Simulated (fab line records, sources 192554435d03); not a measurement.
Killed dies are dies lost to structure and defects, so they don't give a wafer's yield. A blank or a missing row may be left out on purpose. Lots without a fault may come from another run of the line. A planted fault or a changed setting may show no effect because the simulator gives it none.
Chamber matching | flow n5_finfet | N5_SPACER0_ALD_07 on ald_sin-01: 4 sister chambers
The step deposits SiNx, target thk 2 nm. 14 wafers are shown with their chamber, then 7 later ones without.

WAFERS WITH THEIR CHAMBER
wafer  | chamber | heater_power_w (W)
L074.1 | 1       | 887
L074.5 | 2       | 836
L074.6 | 1       | 876
L077.1 | 0       | 942
L077.4 | 1       | 896
L077.5 | 0       | 934
L079.2 | 3       | 822
L079.3 | 2       | 836
L079.6 | 2       | 835
L080.3 | 2       | 823
L080.5 | 1       | 886
L080.6 | 0       | 936
L081.1 | 3       | 853
L081.3 | 0       | 924

SIGNATURES (means of the wafers above)
reading        | chamber 0 | chamber 1 | chamber 2 | chamber 3 | scatter within a chamber
heater_power_w | 934.00    | 886.25    | 832.50    | 837.50    | 9.85
Rule: a wafer's distance from a chamber is the root of the sum, over the readings, of the square of ((its reading less the chamber's mean) divided by the reading's scatter). The wafer belongs to the nearest chamber; if the next one is less than 2 further off, it can't be placed. The scatter: the root of (the sum of the squares of (reading less its chamber's mean) over the shown wafers, divided by (wafers less chambers)).

WAFERS WITHOUT THEIR CHAMBER
wafer  | heater_power_w (W)
L081.6 | 916
L084.2 | 901
L084.4 | 916
L084.5 | 831
L093.3 | 852
L093.4 | 842
L093.6 | 925

WHICH CHAMBER EACH WENT THROUGH
wafer  | from the rows above     | in truth
L081.6 | can't be placed: 0 or 1 | 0
L084.2 | can't be placed: 1 or 0 | 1
L084.4 | can't be placed: 0 or 1 | 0
L084.5 | can't be placed: 2 or 3 | 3
L093.3 | can't be placed: 3 or 2 | 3
L093.4 | can't be placed: 3 or 2 | 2
L093.6 | 0                       | 0
Placed correctly: 1 of 7. Can't be placed from these rows: 6 (the true chamber is among the candidates in 6). Placed wrongly: 0.
